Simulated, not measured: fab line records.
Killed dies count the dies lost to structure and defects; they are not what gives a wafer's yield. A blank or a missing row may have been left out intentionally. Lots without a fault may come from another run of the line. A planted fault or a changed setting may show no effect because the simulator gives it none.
A struck lot beside a sound one + flow n5Finfet + 36 steps out of a route of 1938
Sound: these wafers, L460.1, L460.4, L460.6. Struck: wafers L470.2, L470.3 (left out: L470.4, a lot-mate that was not struck); the cause follows at the end.
Per side, at each step with rows, come the tool, then ch with its chambers, and then its first start. Under that, the readings that differ: sound wafers + struck wafers + difference of the means + sigmas: that difference in standard deviations of wafers without a fault.
alike: a reading whose means differ by less than 2 such deviations, as well as words and numbers matching on both sides. not compared: withheld readings; readings where some wafer has no value; bounds like >300 that might hide an equal value; numbers whose values overlap and for which the record gives no deviation.
A row with sigmas, a row that says differs or no value, or rows on one side alone: a step with any of these is where the two part. When numbers do not overlap yet have no deviation, they are printed without sigmas and do not part them. Lack of a reading on every wafer of one side parts them only where that side has two or more wafers.

first, 8 steps without rows for these wafers: N5_BEOL_M4_SPUTTER_96 (material Cu, target thk 4.5 nm, time 8.29 s); N5_BEOL_M4_ECD_50 (material Cu, target thk 300 nm); N5_BEOL_M4_ANNEAL_51 (time 90 s); N5_BEOL_M4_CMP_52 (polishes, stops on SiOC, t overpolish 6.8 s, target thk 40 nm); N5_BEOL_M4_PRE_CLEAN_60 (time 15 s); N5_BEOL_M4_CO_CAP_55 (material Co, precursor CCTBA/H2, target thk 2 nm, time 102.1 s); N5_BEOL_M4_PRE_CLEAN_56 (time 15 s); N5_BEOL_M4_DEP_57 (deposits SiCN from 3MS/NH3, target thk 8 nm, time 14 s).
N5_BEOL_M5_ILD_DEP_00: deposits SiCOH lowk from DEMS/porogen, target thk 140.64 nm, time 25.9 s.
  sound on pecvd-04 ch 0,2, day 8 18:39; struck on pecvd-04 ch 1,2, day 11 15:25
| reading                                           | sound           | struck    | difference | sigmas |
|---------------------------------------------------|-----------------|-----------|------------|--------|
| model.SiCOH_lowk_of_BEOL_M5_ILD_DEP_00.thkNm (nm) | 140.2 143 138.2 | 131.6 131 | -9.2       |        |
  alike: heaterPowerW, showerheadPlenumPTorr, showerheadVppV, throttleValvePct
  not compared: sinceWetCleanH
then, 1 step without rows for these wafers: N5_BEOL_M5_CURE_79 (cures SiCOH lowk, time 240 s).
N5_BEOL_M5_THK_MEAS_01:
  struck on filmMetro-01, day 11 16:07; sound on filmMetro-01, day 8 19:13
| reading         | sound             | struck      | difference | sigmas |
|-----------------|-------------------|-------------|------------|--------|
| M5_ILD_THK (nm) | 120.6 123.0 118.9 | 113.2 112.6 | -7.9       | -5     |
then, 23 steps without rows for these wafers: N5_BEOL_M5_PECVD_70 (deposits SiO2 from TEOS/O2, target thk 16 nm, time 18 s); N5_BEOL_M5_HM_DEP_02 (deposits TiN, target thk 20 nm); N5_BEOL_M5_COAT_59 (time 60 s, resist thk 60 nm); N5_BEOL_M5_COAT_60 (time 60 s, resist thk 12 nm); N5_BEOL_M5_COAT_71 (time 60 s, resist thk 5 nm); N5_BEOL_M5_COAT_05 (resist thk 30 nm); N5_BEOL_M5_EBR_07; N5_BEOL_M5_SOFTBAKE_06 (time 60 s); N5_BEOL_M5_EXPOSE_08 (exposes mask M5, target cd 28 nm); N5_BEOL_M5_PEB_09 (peb time 60 s); N5_BEOL_M5_DEVELOP_10 (develop time 30 s); N5_BEOL_M5_DESCUM_16 (chemistry O2, time 7 s); N5_BEOL_M5_ETCH_72 (etches underlayer in N2/H2, target depth 6.5 nm, time 5.2 s); N5_BEOL_M5_ETCH_61 (etches SiARC in CF4, target depth 15.6 nm, time 26 s); N5_BEOL_M5_ETCH_62 (etches SOC in N2/H2, target depth 75 nm, overetch 15 nm, time 112.5 s); N5_BEOL_M5_STRIP_63 (strips in N2/H2); N5_BEOL_M5_STRIP_73 (strips in N2/H2); N5_BEOL_M5_STRIP_64 (strips in CF4); N5_BEOL_M5_HM_OPEN_17 (chemistry Cl2/BCl3, target TiN, target depth 20 nm, overetch 6 nm); N5_BEOL_M5_STRIP_19 (strips in O2); N5_BEOL_M5_COAT_65 (time 60 s, resist thk 60 nm); N5_BEOL_M5_COAT_66 (time 60 s, resist thk 12 nm); N5_BEOL_M5_COAT_74 (time 60 s, resist thk 5 nm).
N5_BEOL_M5_CMP_52: polishes, stops on SiCOH lowk, t overpolish 6.9 s, target thk 62 nm.
  sound on cmp-03 ch 0,3, day 9 07:41; struck on cmp-01 ch 1,3, day 12 03:15
| reading                                           | sound           | struck      | difference | sigmas |
|---------------------------------------------------|-----------------|-------------|------------|--------|
| model.SiCOH_lowk_of_BEOL_M5_ILD_DEP_00.thkNm (nm) | 117.6 120 115.8 | 110.2 109.8 | -7.8       |        |
  alike: headPressurePsi, motorCurrentA
then, 1 step without rows for these wafers: N5_PASSIVATION_PROBE_49.

WHERE THEY PART
Within this record, at N5_BEOL_M5_THK_MEAS_01 only. Later steps at which nothing parts them and some readings are alike: N5_BEOL_M5_CMP_52.

WHY: the cause the simulator had injected
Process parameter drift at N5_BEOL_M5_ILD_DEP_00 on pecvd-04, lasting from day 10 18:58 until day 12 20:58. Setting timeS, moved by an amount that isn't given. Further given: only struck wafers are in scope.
